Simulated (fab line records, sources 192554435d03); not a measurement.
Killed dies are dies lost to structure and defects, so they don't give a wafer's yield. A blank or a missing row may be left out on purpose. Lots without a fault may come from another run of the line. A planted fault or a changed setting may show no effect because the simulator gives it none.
Which tool did it? | flow n5_finfet | 24 lots, 72 wafers sampled, at 1 step of a route of 1938

WHAT THE GAUGES READ, wafer by wafer
N5_BEOL_M4_THK_MEAS_01.
lot  | measured     | on            | M4_ILD_THK (nm)
L074 | day 8 00:46  | film_metro-02 | 78.6 78.3 80.0
L075 | day 8 13:31  | film_metro-02 | 79.1 78.8 80.2
L077 | day 8 18:38  | film_metro-01 | 78.3 80.7 81.4
L076 | day 8 20:28  | film_metro-02 | 78.7 77.9 79.0
L078 | day 9 01:06  | film_metro-01 | 78.3 78.8 78.3
L079 | day 9 03:02  | film_metro-02 | 78.2 78.1 79.4
L080 | day 9 05:38  | film_metro-01 | 78.2 77.7 79.3
L081 | day 9 17:23  | film_metro-01 | 78.4 78.7 79.9
L083 | day 9 18:59  | film_metro-02 | 78.7 79.8 78.8
L082 | day 10 08:46 | film_metro-02 | 76.8 77.9 78.6
L084 | day 10 21:02 | film_metro-02 | 78.3 81.3 80.5
L085 | day 10 23:52 | film_metro-01 | 78.6 79.4 78.0
L086 | day 11 03:36 | film_metro-02 | 77.7 79.3 79.1
L087 | day 11 10:46 | film_metro-02 | 78.7 79.8 78.9
L089 | day 11 11:22 | film_metro-01 | 77.8 77.5 79.6
L088 | day 11 14:14 | film_metro-01 | 78.1 77.9 79.4
L090 | day 11 17:34 | film_metro-01 | 77.1 78.8 79.0
L092 | day 12 01:05 | film_metro-02 | 77.7 77.4 78.2
L091 | day 12 15:50 | film_metro-02 | 77.1 78.4 78.4
L094 | day 12 20:38 | film_metro-01 | 77.9 78.2 78.5
L093 | day 12 23:41 | film_metro-02 | 78.3 80.3 79.8
L095 | day 13 02:57 | film_metro-02 | 78.4 77.7 79.1
L096 | day 13 13:26 | film_metro-02 | 77.4 77.1 77.9
L097 | day 13 23:33 | film_metro-01 | 77.3 78.8 78.4

WHICH TOOL RAN EACH LOT (tool, then ch and the chambers of the sampled wafers, then the start)
The record holds no process step before these readings.

WHAT THE TOOLS THEMSELVES READ (means of the sampled wafers that have a number; where no wafer has one, the mark that the record gives instead)
The record holds no such reading with a usual standard deviation.

THE ANSWER, worked out from the rows above alone
Rule: what is usual is taken from the lots themselves. Put in order of their means at a reading, lots are off if they are a third of the lots or fewer, leave a main group of 4 or more, and stand apart from it by a gap of 3 or more times the standard deviation of the main group's means; of several such gaps the widest counts. A main group whose means are all the same, to the digits that the tables above print for the reading, isn't used. A lot without any number at a reading at which 4 lots or more have one is off too. The other lots that the step has rows for count as sound. The gauges are gone through in route order, then the tools' own readings, and for those a lot's mean is taken as printed above. The first step at which some lot is off is used, and at that step the reading that is off furthest; a lot without a number counts as furthest.
No lot is off at any reading shown: from this, nothing can be told.

WHAT THE SIMULATOR HAD PUT IN
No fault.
